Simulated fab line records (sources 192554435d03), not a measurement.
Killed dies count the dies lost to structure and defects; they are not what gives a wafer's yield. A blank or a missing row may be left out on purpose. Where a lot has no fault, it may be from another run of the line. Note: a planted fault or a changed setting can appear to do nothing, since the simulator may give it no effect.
Which tool was responsible? -- flow n5Finfet -- 9 lots with 27 wafers sampled at 6 steps, on a route of 1938 steps

== WHAT THE GAUGES READ, wafer by wafer ==
N5_SD_EPI_P_INSPECT_26: inspects for defects (darkfield).
lot,measured,on,rawDefectCount
L347,day 3 09:52,defectInspect-02,176 165 137
L348,day 3 15:37,defectInspect-01,174 209 174
L352,day 4 16:32,defectInspect-02,248 171 167
L355,day 5 09:37,defectInspect-01,178 172 216
L356,day 5 18:02,defectInspect-02,176 179 207
L364,day 7 17:08,defectInspect-02,656 589 597
L365,day 7 22:26,defectInspect-01,505 550 583
L368,day 8 15:12,defectInspect-01,196 122 162
L369,day 8 23:13,defectInspect-01,128 141 122

N5_BEOL_M4_RC_MEAS_101.
lot,measured,on,DIBL_N (mV/V),DIBL_P (mV/V),IOFF_N (nA/um),IOFF_P (nA/um),ION_N (uA/um),ION_P (uA/um),SS_N (mV/dec),SS_P (mV/dec),VT_N (mV),VT_P (mV)
L347,day 7 20:59,prober-02,35.8 38.3 36.7,35.3 37.5 37.0,0.140 0.177 0.152,0.185 0.224 0.201,661 671 670,459 462 465,71.2 72.1 71.2,72.5 73.1 72.9,250.8 248.6 249.0,-250 -247 -249
L348,day 8 03:10,prober-01,38.3 36.7 36.8,37.0 34.9 34.5,0.170 0.139 0.136,0.252 0.215 0.199,673 661 669,472 462 468,71.9 71.2 70.9,73.3 73.9 73.2,252.2 254.3 253.8,-249 -248 -249
L352,day 9 09:45,prober-02,35.2 37.9 36.1,34.1 36.5 35.4,0.142 0.191 0.153,0.178 0.215 0.193,667 691 671,462 463 459,71.2 72.1 71.2,73.3 73.6 73.2,253.4 248.8 251.1,-255 -253 -253
L355,day 9 22:42,prober-01,33.8 36.2 35.3,32.7 35.5 34.8,0.120 0.155 0.140,0.196 0.244 0.230,666 671 676,468 464 472,71.6 71.3 71.5,72.4 73.1 72.8,251.9 249.2 250.8,-247 -247 -248
L356,day 11 00:24,prober-02,38.6 36.2 37.8,37.9 34.9 37.6,0.185 0.140 0.179,0.256 0.201 0.246,682 674 683,467 464 475,72.0 71.2 71.0,74.1 73.1 73.8,248.0 251.5 251.6,-250 -250 -249
L364,day 12 07:55,prober-02,37.0 37.5 37.3,38.0 37.7 37.9,0.185 0.187 0.180,0.256 0.247 0.249,686 677 680,470 460 467,71.1 72.3 71.8,73.8 73.7 73.4,248.4 250.2 248.8,-249 -247 -246
L365,day 12 19:00,prober-01,37.9 38.4 39.1,38.8 39.5 39.8,0.177 0.187 0.197,0.227 0.243 0.247,684 682 685,464 465 468,71.6 71.8 71.8,73.8 74.3 74.1,247.7 247.3 247.4,-250 -249 -246
L368,day 13 10:22,prober-01,35.9 34.6 36.0,37.2 35.2 37.6,0.158 0.136 0.166,0.203 0.166 0.203,675 668 682,467 458 463,71.4 70.9 71.8,73.2 73.3 73.5,251.6 251.9 249.8,-253 -258 -252
L369,day 13 22:22,prober-02,35.7 33.3 35.0,37.9 34.6 36.6,0.170 0.127 0.151,0.230 0.184 0.217,681 675 675,472 467 465,72.5 71.0 71.1,73.4 72.6 73.3,250.1 252.1 250.0,-248 -251 -249

== WHAT TOOL EACH LOT RAN ON (gives the tool, then ch and the chambers of the sampled wafers, and finally the start) ==
lot,N5_SD_EPI_P_ETCH_36,N5_SD_EPI_P_SD_RECESS_17,N5_SD_ACTIVATION_RTA_00,N5_ILD0_CMP_12
L347,"rieDiel-04 ch 1,3, day 3 05:21","rieSi-02 ch 2,3, day 3 06:00","rtpAnneal-01 ch 0, day 3 10:12","cmp-03 ch 0,2,3, day 3 17:41"
L348,"rieDiel-03 ch 0,1,3, day 3 11:56","rieSi-05 ch 0,2,3, day 3 12:35","rtpAnneal-02 ch 0, day 3 15:39","cmp-03 ch 1,2,3, day 3 22:27"
L352,"rieDiel-03 ch 1,2,3, day 4 12:51","rieSi-05 ch 0,1, day 4 13:30","rtpAnneal-02 ch 0, day 4 16:38","cmp-03 ch 1,3, day 5 00:56"
L355,"rieDiel-06 ch 0,1,2, day 5 05:54","rieSi-02 ch 0,1,3, day 5 06:34","rtpAnneal-02 ch 0, day 5 09:38","cmp-03 ch 1,2,3, day 5 17:02"
L356,"rieDiel-06 ch 0,1,2, day 5 14:21","rieSi-05 ch 0,1,3, day 5 15:00","rtpAnneal-02 ch 0, day 5 18:11","cmp-01 ch 2,3, day 6 01:19"
L364,"rieDiel-04 ch 0,1,2, day 7 12:02","rieSi-05 ch 2,3, day 7 12:41","rtpAnneal-02 ch 0, day 7 18:07","cmp-03 ch 0,1,3, day 8 00:56"
L365,"rieDiel-06 ch 0,3, day 7 17:55","rieSi-05 ch 0,2, day 7 18:34","rtpAnneal-02 ch 0, day 7 22:38","cmp-02 ch 0,2, day 8 05:32"
L368,"rieDiel-04 ch 1,2,3, day 8 11:25","rieSi-02 ch 0,3, day 8 12:04","rtpAnneal-02 ch 0, day 8 15:16","cmp-01 ch 0,1,2, day 8 22:28"
L369,"rieDiel-03 ch 0,2,3, day 8 18:40","rieSi-02 ch 0,2,3, day 8 19:19","rtpAnneal-01 ch 0, day 8 23:25","cmp-02 ch 0,2,3, day 9 06:19"
- N5_SD_EPI_P_ETCH_36: etches SiARC in CF4, target depth 45.5 nm, time 75.8 s.
- N5_SD_EPI_P_SD_RECESS_17: chemistry HBr/Cl2/O2, target depth 39.1 nm, bt time 3 s.
- N5_SD_ACTIVATION_RTA_00: time 0 s.
- N5_ILD0_CMP_12: polishes SiNx, stops on poly-Si, t overpolish 6 s, target thk 17.67 nm.

== AS READ BY THE TOOLS THEMSELVES (means over the sampled wafers that have a number; for cases with no such wafer, the mark the record gives instead) ==
N5_SD_EPI_P_ETCH_36.
lot,tool,drypumpMotorCurrentA (A),etchRfOnTimeS (s),mfcArSccm (sccm),oesProductAu (a.u.),rfVppV (V),showerheadPlenumPTorr (Torr),throttleValvePct (%)
L347,rieDiel-04,5.4,75.1,99.92,0.68,184.6,2.19,15.6
L348,rieDiel-03,6.0,75.1,100.06,0.72,184.2,2.19,15.5
L352,rieDiel-03,6.2,76.7,99.91,0.64,184.3,2.20,15.8
L355,rieDiel-06,5.6,76.4,100.21,0.65,184.0,2.17,15.8
L356,rieDiel-06,5.6,76.0,99.64,0.64,184.3,2.16,15.8
L364,rieDiel-04,5.8,75.2,100.05,0.63,184.4,2.13,15.8
L365,rieDiel-06,5.7,75.4,99.83,0.67,185.0,2.20,15.5
L368,rieDiel-04,5.6,75.6,100.10,0.66,184.5,2.15,15.6
L369,rieDiel-03,6.1,75.0,99.89,0.73,184.2,2.14,15.3

N5_SD_EPI_P_SD_RECESS_17.
lot,tool,drypumpMotorCurrentA (A),oesProductAu (a.u.),throttleValvePct (%)
L347,rieSi-02,5.4,1.014,36.95
L348,rieSi-05,5.8,1.006,37.20
L352,rieSi-05,6.2,1.009,37.31
L355,rieSi-02,5.6,0.994,37.02
L356,rieSi-05,5.8,1.005,37.22
L364,rieSi-05,5.6,1.011,37.13
L365,rieSi-05,6.2,0.999,37.27
L368,rieSi-02,5.2,1.016,36.98
L369,rieSi-02,5.4,1.003,37.07

N5_SD_ACTIVATION_RTA_00.
lot,tool,lampPowerPct (%),wafer_temp_C_max
L347,rtpAnneal-01,9.01,973.9
L348,rtpAnneal-02,8.96,976.0
L352,rtpAnneal-02,8.94,974.0
L355,rtpAnneal-02,8.99,975.5
L356,rtpAnneal-02,8.94,975.8
L364,rtpAnneal-02,8.96,973.0
L365,rtpAnneal-02,8.97,975.9
L368,rtpAnneal-02,8.94,977.5
L369,rtpAnneal-01,8.95,975.0

N5_ILD0_CMP_12.
lot,tool,motorCurrentA (A),overpolishRunS (s),slurryFilterDpKPa (kPa),timeToEndpointS (s)
L347,cmp-03,10.3,6.001,13.53,30.4
L348,cmp-03,9.9,6.006,13.47,30.4
L352,cmp-03,10.3,5.999,13.40,26.9
L355,cmp-03,9.6,6.005,13.39,28.3
L356,cmp-01,8.1,5.999,13.62,29.9
L364,cmp-03,9.6,5.996,13.55,28.2
L365,cmp-02,8.2,5.996,13.53,25.9
L368,cmp-01,8.6,5.999,13.52,27.7
L369,cmp-02,8.2,6.000,13.38,24.9

== THE ANSWER, worked out from the rows above alone ==
Rule: what is usual is taken from the lots themselves. The widest of any qualifying gaps counts: lots, ordered by their means at a reading, are off when they make up no more than a third of the lots, leave a main group of 4 or more, and stand apart from it by 3 or more times the standard deviation of that group's means. A main group is skipped when, at the precision printed for the reading in the tables above, its means are all equal. Also off: a lot with no number at a reading for which 4 or more lots have one. Any other lot the step has rows for is counted as sound. After the gauges, taken in route order, come the tools' own readings; for these a lot's mean is taken, as printed above. At the first step where some lot is off, the reading lying furthest off is the one used; lots without a number count as furthest.
Off at N5_SD_EPI_P_INSPECT_26 (rawDefectCount): L364, L365. The main group has a mean of 172 with a standard deviation of 22.
If a tool, at a process step before that reading, ran all the lots that are off and no sound lot after the first of them, it fits. The gauges at N5_SD_EPI_P_INSPECT_26 are tried like those tools. One candidate fits, namely rieSi-05 at N5_SD_EPI_P_SD_RECESS_17. A fault onset in the window from L356 (day 5 15:00, its last sound lot) to L364 (day 7 12:41, its first lot off) fits.

== WHAT HAD BEEN PUT IN BY THE SIMULATOR ==
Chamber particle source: rieSi-05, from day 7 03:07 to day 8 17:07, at N5_SD_EPI_P_SD_RECESS_17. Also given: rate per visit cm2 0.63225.
Shown lots that were struck: L364, L365. The rule above found the same.
